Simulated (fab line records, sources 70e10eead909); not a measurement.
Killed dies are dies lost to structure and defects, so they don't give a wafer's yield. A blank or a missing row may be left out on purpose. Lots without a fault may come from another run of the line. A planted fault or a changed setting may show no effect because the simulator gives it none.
Chamber matching | flow nand_harc | NHARC_A_STAIRCASE_ALD_415 on ald_hk-02: 4 sister chambers
The step deposits SiO2, target thk 30 nm, pulse time 6 s, ald cycles 300. 4 wafers are shown with their chamber, then 8 later ones without.

WAFERS WITH THEIR CHAMBER
wafer  | chamber | heater_power_w (W)
L074.5 | 3       | 394
L080.3 | 2       | 436
L085.6 | 1       | 453
L092.1 | 0       | 397

WAFERS WITHOUT THEIR CHAMBER
wafer  | heater_power_w (W)
L092.3 | 399
L092.5 | 393
L094.1 | 400
L094.2 | 435
L094.3 | 402
L093.4 | 396
L093.5 | 392
L093.6 | 415

WHICH CHAMBER EACH WENT THROUGH
wafer  | from the rows above          | in truth
L092.3 | can't be placed: 0 or 3      | 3
L092.5 | can't be placed: 3 or 0      | 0
L094.1 | can't be placed: 0 or 3      | 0
L094.2 | 2                            | 2
L094.3 | can't be placed: 0 or 3      | 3
L093.4 | can't be placed: 0 or 3      | 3
L093.5 | can't be placed: 3 or 0      | 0
L093.6 | can't be placed: 0 or 2 or 3 | 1
Placed correctly: 1 of 8. Can't be placed from these rows: 7 (the true chamber is among the candidates in 6). Placed wrongly: 0.
How it was worked out, from the rows above alone: a wafer's distance from a chamber is the root of the sum, over the readings, of the square of ((its reading less the chamber's mean) divided by the reading's scatter). The wafer belongs to the nearest chamber; if the next one is less than 2 further off, it can't be placed. A chamber's mean is the mean of its shown wafers. The scatter: with one shown wafer a chamber, the root of the mean of the squares of how far each hidden wafer lies from its nearest shown one.
